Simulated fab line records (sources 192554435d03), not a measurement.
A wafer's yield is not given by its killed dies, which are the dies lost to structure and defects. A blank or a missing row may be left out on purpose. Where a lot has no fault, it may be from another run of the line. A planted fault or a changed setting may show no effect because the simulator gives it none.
Which tool is to blame? | flow n5 finfet | 18 wafers from 6 lots sampled at 2 of the route's 1938 steps

## WHAT THE GAUGES READ, wafer by wafer
N5_WELL_APT_OVL_MEAS_09.
lot  | measured    | on         | NWELL_OVL (nm)
L451 | day 2 01:59 | overlay-02 | -1 -10 1
L456 | day 3 07:51 | overlay-02 | 4 9 7
L460 | day 4 07:59 | overlay-02 | 4 4 0
L464 | day 5 08:09 | overlay-01 | -12 -2 -2
L466 | day 5 19:58 | overlay-02 | 8 -8 2
L469 | day 6 13:44 | overlay-02 | 5 6 -2

## WHICH TOOL RAN EACH LOT (tool, then ch and the chambers of the sampled wafers, then the start)
lot  | N5_ZERO_LAYER_STRIP_24
L451 | plasma asher-01 ch 0,1, day 2 01:07
L456 | plasma asher-02 ch 0,1, day 3 07:02
L460 | plasma asher-02 ch 1, day 4 07:10
L464 | plasma asher-01 ch 0,1, day 5 07:13
L466 | plasma asher-02 ch 0,1, day 5 19:09
L469 | plasma asher-02 ch 0,1, day 6 13:04
- N5_ZERO_LAYER_STRIP_24: strips in O2.

## THE ANSWER, worked out from the rows above alone
Rule: the lots themselves supply what counts as usual. The widest of any qualifying gaps counts: lots, ordered by their means at a reading, are off when they make up no more than a third of the lots, leave a main group of 4 or more, and stand apart from it by 3 or more times the standard deviation of that group's means. A main group whose means are all the same, to the digits that the tables above print for the reading, isn't used. A lot without any number at a reading at which 4 lots or more have one is off too. All remaining lots with rows at the step are treated as sound.
No lot is off on any of the readings shown, so nothing can be concluded from this.

## WHAT THE SIMULATOR HAD PUT IN
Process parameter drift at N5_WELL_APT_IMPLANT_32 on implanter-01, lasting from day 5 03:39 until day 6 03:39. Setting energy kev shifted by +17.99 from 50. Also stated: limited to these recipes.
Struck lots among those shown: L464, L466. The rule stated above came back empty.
